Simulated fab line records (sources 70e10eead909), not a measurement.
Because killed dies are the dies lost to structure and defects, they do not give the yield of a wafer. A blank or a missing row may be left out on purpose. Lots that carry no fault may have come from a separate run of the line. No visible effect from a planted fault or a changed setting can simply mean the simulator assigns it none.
Commonality check across tools -- flow nand_harc -- 39 wafers sampled across 13 lots

== WHY THIS WAS OPENED ==
Flagged at NHARC_A_ONON_D2_THK_MEAS_18: reading thk_nm, on 2 of 13 lots. Wafers without a fault read 1003 nm, standard deviation 13.
Rule: flag the lot when none of its wafers has a number, or when each of its wafers that has one lies beyond 4 standard deviations from that mean. All remaining lots are regarded as sound.

lot,measured,on,"thk_nm (nm), wafer by wafer",flag
L354,day 12 09:25,film_metro-02,1007 1007 1006,
L356,day 13 06:43,film_metro-02,1001 1001 1001,
L357,day 13 20:56,film_metro-01,985 985 984,
L358,day 14 07:40,film_metro-01,978 980 981,
L361,day 16 01:39,film_metro-01,726 727 725,FLAGGED
L363,day 16 09:42,film_metro-01,708 708 709,FLAGGED
L371,day 19 12:17,film_metro-02,986 988 987,
L370,day 19 12:19,film_metro-01,1000 999 997,
L372,day 20 05:24,film_metro-01,1015 1012 1015,
L374,day 21 01:35,film_metro-02,1004 1002 1003,
L375,day 21 10:37,film_metro-02,1007 1007 1007,
L376,day 21 21:53,film_metro-02,1001 1001 1001,
L377,day 22 11:02,film_metro-02,985 984 983,
The numbers of the flagged lots are 717 nm on average: -286 nm against the usual, or -22 standard deviations.

== EACH LOT AND THE TOOL IT RAN ON ==
Before the reading, the record contains 2 process steps out of a 1302-step route. Each cell gives the tool, then ch followed by the chambers the sampled wafers passed through, then the start.
lot,flag,NHARC_A_CHANNEL_FILL_D1_STRIP_28,NHARC_A_ONON_D2_DEP_16
L354,,"rie_diel-11 ch 0,1, day 9 15:22","pecvd_onon-03 ch 0, day 12 08:58"
L356,,"rie_diel-03 ch 0,3, day 10 06:59","pecvd_onon-02 ch 0, day 13 06:16"
L357,,"rie_diel-03 ch 2,3, day 10 21:23","pecvd_onon-03 ch 0, day 13 20:29"
L358,,"rie_diel-03 ch 1,2,3, day 11 08:45","pecvd_onon-03 ch 0, day 14 07:10"
L361,FLAGGED,"rie_diel-03 ch 0,1, day 13 05:47","pecvd_onon-03 ch 0, day 16 01:08"
L363,FLAGGED,"rie_diel-03 ch 0,1,3, day 13 09:19","pecvd_onon-03 ch 0, day 16 09:11"
L371,,"rie_diel-11 ch 2,3, day 16 18:37","pecvd_onon-03 ch 0, day 19 11:50"
L370,,"rie_diel-03 ch 1,3, day 16 18:37","pecvd_onon-02 ch 0, day 19 11:50"
L372,,"rie_diel-11 ch 1,2,3, day 17 08:53","pecvd_onon-03 ch 0, day 20 04:57"
L374,,"rie_diel-07 ch 0,2,3, day 18 04:53","pecvd_onon-03 ch 0, day 21 01:08"
L375,,"rie_diel-03 ch 1,2,3, day 18 14:59","pecvd_onon-03 ch 0, day 21 10:10"
L376,,"rie_diel-03 ch 1,3, day 18 23:07","pecvd_onon-03 ch 0, day 21 21:26"
L377,,"rie_diel-07 ch 0,1, day 19 14:56","pecvd_onon-03 ch 0, day 22 10:38"
These steps, and what they do:
- NHARC_A_CHANNEL_FILL_D1_STRIP_28: strips in O2, time 20 s.
- NHARC_A_ONON_D2_DEP_16: target thk 1000 nm.
- NHARC_A_ONON_D2_THK_MEAS_18: measures by ellipsometry.

== FLAGGED OVER TOTAL, TOOL BY TOOL (the gauges that took the reading come last) ==
step,tool,lots run,flagged,share of the flagged lots,sound lots run after its first flagged lot
NHARC_A_CHANNEL_FILL_D1_STRIP_28,rie_diel-03,8,2,all,"3 (L370,L375,L376)"
NHARC_A_CHANNEL_FILL_D1_STRIP_28,rie_diel-07,2,0,none,-
NHARC_A_CHANNEL_FILL_D1_STRIP_28,rie_diel-11,3,0,none,-
NHARC_A_ONON_D2_DEP_16,pecvd_onon-02,2,0,none,-
NHARC_A_ONON_D2_DEP_16,pecvd_onon-03,11,2,all,"6 (L371,L372,L374,L375,L376,L377)"
NHARC_A_ONON_D2_THK_MEAS_18,film_metro-01,6,2,all,"2 (L370,L372)"
NHARC_A_ONON_D2_THK_MEAS_18,film_metro-02,7,0,none,-

== WHAT IS ALLOWED BY THE TABLE ==
In the table, 3 rows ran each flagged lot (rie_diel-03 at NHARC_A_CHANNEL_FILL_D1_STRIP_28; pecvd_onon-03 at NHARC_A_ONON_D2_DEP_16; film_metro-01 at NHARC_A_ONON_D2_THK_MEAS_18).
- rie_diel-03 at NHARC_A_CHANNEL_FILL_D1_STRIP_28 ran 8 lots, 2 of them flagged. Sound lots followed the first flagged one (L370, L375, L376) on it, something a lasting fault affecting the whole tool could not allow.
- pecvd_onon-03 at NHARC_A_ONON_D2_DEP_16 ran 11 lots, 2 of them flagged. Sound lots followed the first flagged one (L371, L372, L374, L375, L376, L377) on it, something a lasting fault affecting the whole tool could not allow.
- film_metro-01 at NHARC_A_ONON_D2_THK_MEAS_18 ran 6 lots, 2 of them flagged. Sound lots followed the first flagged one (L370, L372) on it, something a lasting fault affecting the whole tool could not allow.
There is no row in the table that ran each flagged lot and no sound lot after the first.

== WHAT THE SIMULATOR PUT IN ==
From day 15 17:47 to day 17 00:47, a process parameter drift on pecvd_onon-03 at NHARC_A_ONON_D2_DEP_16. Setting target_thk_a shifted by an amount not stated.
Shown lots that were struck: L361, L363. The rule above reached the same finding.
